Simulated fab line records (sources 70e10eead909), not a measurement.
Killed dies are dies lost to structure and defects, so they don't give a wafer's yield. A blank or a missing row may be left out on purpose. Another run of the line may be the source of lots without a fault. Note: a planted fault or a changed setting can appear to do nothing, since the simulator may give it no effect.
The tool behind it: which one? || flow nand-harc || 24 lots with 72 wafers sampled at 3 steps, on a route of 1159 steps

== WHAT THE GAUGES READ, wafer by wafer ==
NHARC_A_CONTACT_OVL_MEAS_70. Usual: overlay-x-nm 0.0 nm, standard deviation 0.75; overlay-y-nm 0.1 nm, standard deviation 0.76.
{"lot": "L074", "measured": "day 16 13:36", "on": "overlay-02", "overlay-x-nm (nm)": "-0.1 -0.1 0.3", "overlay-y-nm (nm)": "-0.3 -0.3 -0.6", "flag": ""}
{"lot": "L075", "measured": "day 16 22:32", "on": "overlay-02", "overlay-x-nm (nm)": "1.5 1.9 1.8", "overlay-y-nm (nm)": "0.6 0.7 0.3", "flag": ""}
{"lot": "L077", "measured": "day 17 06:58", "on": "overlay-01", "overlay-x-nm (nm)": "-0.2 0.4 0.2", "overlay-y-nm (nm)": "-0.4 -1.1 -0.5", "flag": ""}
{"lot": "L076", "measured": "day 17 08:41", "on": "overlay-01", "overlay-x-nm (nm)": "0.1 -0.4 0.1", "overlay-y-nm (nm)": "0.1 -0.3 0.1", "flag": ""}
{"lot": "L079", "measured": "day 18 00:04", "on": "overlay-01", "overlay-x-nm (nm)": "-0.2 -0.2 -0.4", "overlay-y-nm (nm)": "-0.9 -0.9 -1.0", "flag": ""}
{"lot": "L078", "measured": "day 18 09:07", "on": "overlay-02", "overlay-x-nm (nm)": "0.1 -0.1 -0.1", "overlay-y-nm (nm)": "1.1 1.5 0.9", "flag": ""}
{"lot": "L080", "measured": "day 18 14:08", "on": "overlay-01", "overlay-x-nm (nm)": "-0.8 -1.1 -0.7", "overlay-y-nm (nm)": "0.9 0.5 0.6", "flag": ""}
{"lot": "L081", "measured": "day 18 16:16", "on": "overlay-02", "overlay-x-nm (nm)": "1.2 0.6 0.5", "overlay-y-nm (nm)": "-1.2 -0.7 -0.2", "flag": ""}
{"lot": "L082", "measured": "day 19 01:42", "on": "overlay-02", "overlay-x-nm (nm)": "-1.1 -0.8 -1.3", "overlay-y-nm (nm)": "0.3 -0.3 -0.3", "flag": ""}
{"lot": "L084", "measured": "day 19 02:10", "on": "overlay-01", "overlay-x-nm (nm)": "-0.8 -0.7 -0.7", "overlay-y-nm (nm)": "0.0 0.1 0.6", "flag": ""}
{"lot": "L085", "measured": "day 19 23:46", "on": "overlay-02", "overlay-x-nm (nm)": "1.0 0.8 1.2", "overlay-y-nm (nm)": "-0.8 -1.5 -1.7", "flag": ""}
{"lot": "L083", "measured": "day 20 00:08", "on": "overlay-01", "overlay-x-nm (nm)": "0.4 0.4 0.3", "overlay-y-nm (nm)": "1.1 1.2 1.3", "flag": ""}
{"lot": "L086", "measured": "day 20 04:10", "on": "overlay-02", "overlay-x-nm (nm)": "0.5 0.2 0.9", "overlay-y-nm (nm)": "1.6 0.7 0.9", "flag": ""}
{"lot": "L087", "measured": "day 20 04:50", "on": "overlay-01", "overlay-x-nm (nm)": "0.3 -0.1 -0.5", "overlay-y-nm (nm)": "1.0 0.2 0.6", "flag": ""}
{"lot": "L092", "measured": "day 20 14:30", "on": "overlay-02", "overlay-x-nm (nm)": "0.4 0.6 0.3", "overlay-y-nm (nm)": "0.7 1.2 0.2", "flag": ""}
{"lot": "L090", "measured": "day 20 14:21", "on": "overlay-01", "overlay-x-nm (nm)": "-0.3 -0.6 -0.3", "overlay-y-nm (nm)": "-0.2 -0.7 -0.2", "flag": ""}
{"lot": "L089", "measured": "day 20 17:35", "on": "overlay-02", "overlay-x-nm (nm)": "0.7 0.8 1.1", "overlay-y-nm (nm)": "-0.1 -0.3 0.1", "flag": ""}
{"lot": "L088", "measured": "day 20 18:38", "on": "overlay-01", "overlay-x-nm (nm)": "1.0 0.2 0.9", "overlay-y-nm (nm)": "1.1 0.9 0.8", "flag": ""}
{"lot": "L091", "measured": "day 21 02:07", "on": "overlay-02", "overlay-x-nm (nm)": "1.5 1.3 0.8", "overlay-y-nm (nm)": "-0.3 -1.0 0.5", "flag": ""}
{"lot": "L093", "measured": "day 21 17:49", "on": "overlay-01", "overlay-x-nm (nm)": "-0.8 -0.4 -0.4", "overlay-y-nm (nm)": "0.2 0.7 0.6", "flag": ""}
{"lot": "L094", "measured": "day 21 20:46", "on": "overlay-01", "overlay-x-nm (nm)": "-0.8 -0.8 -0.2", "overlay-y-nm (nm)": "-0.2 0.5 0.6", "flag": ""}
{"lot": "L095", "measured": "day 22 01:16", "on": "overlay-02", "overlay-x-nm (nm)": "-0.5 -0.8 -1.0", "overlay-y-nm (nm)": "0.6 0.3 0.0", "flag": ""}
{"lot": "L097", "measured": "day 22 07:15", "on": "overlay-01", "overlay-x-nm (nm)": "-0.9 -1.1 -0.4", "overlay-y-nm (nm)": "-0.3 -0.6 -0.2", "flag": ""}
{"lot": "L096", "measured": "day 22 13:40", "on": "overlay-01", "overlay-x-nm (nm)": "0.0 0.2 0.4", "overlay-y-nm (nm)": "-0.2 0.2 -0.4", "flag": ""}

NHARC_A_CONTACT_INSPECT_71. Usual: raw-defect-count 32, standard deviation 15.
{"lot": "L074", "measured": "day 16 13:38", "on": "defect-inspect-01", "raw-defect-count": "33 30 29", "flag": ""}
{"lot": "L075", "measured": "day 16 22:34", "on": "defect-inspect-02", "raw-defect-count": "21 19 20", "flag": ""}
{"lot": "L077", "measured": "day 17 07:00", "on": "defect-inspect-01", "raw-defect-count": "31 31 29", "flag": ""}
{"lot": "L076", "measured": "day 17 08:44", "on": "defect-inspect-02", "raw-defect-count": "10 13 7", "flag": ""}
{"lot": "L079", "measured": "day 18 00:06", "on": "defect-inspect-02", "raw-defect-count": "32 31 31", "flag": ""}
{"lot": "L078", "measured": "day 18 09:08", "on": "defect-inspect-01", "raw-defect-count": "25 24 18", "flag": ""}
{"lot": "L080", "measured": "day 18 14:10", "on": "defect-inspect-02", "raw-defect-count": "18 24 25", "flag": ""}
{"lot": "L081", "measured": "day 18 16:17", "on": "defect-inspect-01", "raw-defect-count": "35 41 46", "flag": ""}
{"lot": "L082", "measured": "day 19 01:44", "on": "defect-inspect-02", "raw-defect-count": "34 35 28", "flag": ""}
{"lot": "L084", "measured": "day 19 02:12", "on": "defect-inspect-02", "raw-defect-count": "21 20 24", "flag": ""}
{"lot": "L085", "measured": "day 19 23:49", "on": "defect-inspect-01", "raw-defect-count": "34 30 38", "flag": ""}
{"lot": "L083", "measured": "day 20 00:11", "on": "defect-inspect-02", "raw-defect-count": "52 44 32", "flag": ""}
{"lot": "L086", "measured": "day 20 04:12", "on": "defect-inspect-02", "raw-defect-count": "17 13 17", "flag": ""}
{"lot": "L087", "measured": "day 20 04:53", "on": "defect-inspect-01", "raw-defect-count": "54 45 49", "flag": ""}
{"lot": "L092", "measured": "day 20 14:32", "on": "defect-inspect-02", "raw-defect-count": "13 10 11", "flag": ""}
{"lot": "L090", "measured": "day 20 14:23", "on": "defect-inspect-02", "raw-defect-count": "45 29 34", "flag": ""}
{"lot": "L089", "measured": "day 20 17:38", "on": "defect-inspect-02", "raw-defect-count": "37 29 31", "flag": ""}
{"lot": "L088", "measured": "day 20 18:40", "on": "defect-inspect-02", "raw-defect-count": "36 37 35", "flag": ""}
{"lot": "L091", "measured": "day 21 02:09", "on": "defect-inspect-02", "raw-defect-count": "46 46 53", "flag": ""}
{"lot": "L093", "measured": "day 21 17:51", "on": "defect-inspect-02", "raw-defect-count": "68 55 62", "flag": ""}
{"lot": "L094", "measured": "day 21 20:48", "on": "defect-inspect-01", "raw-defect-count": "19 15 27", "flag": ""}
{"lot": "L095", "measured": "day 22 01:18", "on": "defect-inspect-02", "raw-defect-count": "65 48 62", "flag": ""}
{"lot": "L097", "measured": "day 22 07:17", "on": "defect-inspect-01", "raw-defect-count": "18 14 16", "flag": ""}
{"lot": "L096", "measured": "day 22 13:42", "on": "defect-inspect-02", "raw-defect-count": "41 40 50", "flag": ""}

== TOOL THAT RAN EACH LOT (tool first, then ch and the chambers of the sampled wafers, then the start) ==
{"lot": "L074", "NHARC_A_CONTACT_ETCH_118": "har-cap-etch-01 ch 0,1, day 16 08:44"}
{"lot": "L075", "NHARC_A_CONTACT_ETCH_118": "har-cap-etch-01 ch 0,1, day 16 16:31"}
{"lot": "L077", "NHARC_A_CONTACT_ETCH_118": "har-cap-etch-03 ch 0,1, day 17 01:53"}
{"lot": "L076", "NHARC_A_CONTACT_ETCH_118": "har-cap-etch-02 ch 1, day 17 03:03"}
{"lot": "L079", "NHARC_A_CONTACT_ETCH_118": "har-cap-etch-01 ch 0,1, day 17 18:29"}
{"lot": "L078", "NHARC_A_CONTACT_ETCH_118": "har-cap-etch-03 ch 1, day 18 01:11"}
{"lot": "L080", "NHARC_A_CONTACT_ETCH_118": "har-cap-etch-01 ch 0,1, day 18 05:37"}
{"lot": "L081", "NHARC_A_CONTACT_ETCH_118": "har-cap-etch-02 ch 0,1, day 18 11:11"}
{"lot": "L082", "NHARC_A_CONTACT_ETCH_118": "har-cap-etch-03 ch 0,1, day 18 20:55"}
{"lot": "L084", "NHARC_A_CONTACT_ETCH_118": "har-cap-etch-02 ch 0,1, day 18 21:26"}
{"lot": "L085", "NHARC_A_CONTACT_ETCH_118": "har-cap-etch-03 ch 0,1, day 19 19:08"}
{"lot": "L083", "NHARC_A_CONTACT_ETCH_118": "har-cap-etch-01 ch 0,1, day 19 19:19"}
{"lot": "L086", "NHARC_A_CONTACT_ETCH_118": "har-cap-etch-02 ch 0,1, day 19 23:14"}
{"lot": "L087", "NHARC_A_CONTACT_ETCH_118": "har-cap-etch-03 ch 0,1, day 19 23:35"}
{"lot": "L092", "NHARC_A_CONTACT_ETCH_118": "har-cap-etch-03 ch 0,1, day 20 04:14"}
{"lot": "L090", "NHARC_A_CONTACT_ETCH_118": "har-cap-etch-01 ch 0,1, day 20 04:28"}
{"lot": "L089", "NHARC_A_CONTACT_ETCH_118": "har-cap-etch-01 ch 0,1, day 20 10:10"}
{"lot": "L088", "NHARC_A_CONTACT_ETCH_118": "har-cap-etch-02 ch 0,1, day 20 10:32"}
{"lot": "L091", "NHARC_A_CONTACT_ETCH_118": "har-cap-etch-03 ch 0,1, day 20 20:20"}
{"lot": "L093", "NHARC_A_CONTACT_ETCH_118": "har-cap-etch-01 ch 0,1, day 21 12:42"}
{"lot": "L094", "NHARC_A_CONTACT_ETCH_118": "har-cap-etch-03 ch 0,1, day 21 15:43"}
{"lot": "L095", "NHARC_A_CONTACT_ETCH_118": "har-cap-etch-02 ch 0,1, day 21 20:00"}
{"lot": "L097", "NHARC_A_CONTACT_ETCH_118": "har-cap-etch-02 ch 0,1, day 22 01:29"}
{"lot": "L096", "NHARC_A_CONTACT_ETCH_118": "har-cap-etch-03 ch 0,1, day 22 07:37"}
- NHARC_A_CONTACT_ETCH_118: etches the open film in C4F8/O2/Ar, time 94 s, target depth 922 nm.

== WHAT THE TOOLS THEMSELVES READ (means of the sampled wafers that have a number; where no wafer has one, the mark that the record gives instead) ==
The record holds no such reading with a usual standard deviation.

== THE ANSWER, worked out from the rows above alone ==
Rule: a lot is off if the mean of its wafers that have a number lies more than 3 standard deviations from the usual mean. Also off: a lot with no number at a reading for which 4 or more lots have one. The other lots that the step has rows for count as sound. After the gauges, taken in route order, come the tools' own readings; for these a lot's mean is taken, as printed above. At the first step where some lot is off, the reading lying furthest off is the one used; lots without a number count as furthest.
No lot is off on any of the readings shown, so nothing can be concluded from this.

== WHAT THE SIMULATOR HAD PUT IN ==
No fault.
